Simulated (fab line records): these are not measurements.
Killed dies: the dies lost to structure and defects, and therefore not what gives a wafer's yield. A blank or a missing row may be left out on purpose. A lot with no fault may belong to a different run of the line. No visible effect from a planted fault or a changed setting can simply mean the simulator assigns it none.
Chamber matching    flow nand harc    NHARC_P_GATE_DEP_103 on pecvd-03: 3 sister chambers
The step deposits SiON, target thk 30 nm. 14 wafers are shown with their chamber, then 7 later ones without.

== WAFERS WITH THEIR CHAMBER ==
wafer   chamber  heater power w (W)
L291.1  1        689
L291.5  0        780
L291.6  2        688
L292.2  1        773
L292.3  2        665
L292.4  2        644
L307.3  1        683
L307.5  2        650
L307.6  0        790
L309.2  1        750
L309.3  2        575
L309.6  0        848
L310.3  2        665
L310.4  0        740

SIGNATURES, as means of the wafers listed above
reading         chamber 0  chamber 1  chamber 2  scatter within a chamber
heater power w  789.50     723.75     647.83     42.1
Rule: distance of a wafer from a chamber = root of the sum over the readings of ((wafer's reading minus chamber's mean) / reading's scatter) squared. If the next closest chamber is less than 2 further off than the closest, the wafer can't be placed; otherwise it belongs to the closest. The scatter: take each reading less its chamber's mean, square it, sum over the shown wafers, divide by the number of wafers less the number of chambers, and take the root.

== WAFERS WITHOUT THEIR CHAMBER ==
wafer   heater power w (W)
L310.6  734
L311.1  686
L311.3  671
L311.4  686
L312.2  735
L312.4  626
L312.5  807

== WHICH CHAMBER EACH ONE RAN IN ==
wafer   from the rows above           in truth
L310.6  can't be placed: 1 or 0 or 2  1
L311.1  can't be placed: 1 or 2 or 0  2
L311.3  can't be placed: 2 or 1       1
L311.4  can't be placed: 1 or 2 or 0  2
L312.2  can't be placed: 1 or 0 or 2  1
L312.4  can't be placed: 2 or 1       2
L312.5  can't be placed: 0 or 1       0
0 of 7 placed correctly. From these rows, 7 cannot be placed; in 7 the true chamber is one of the candidates. Placed wrongly: 0.
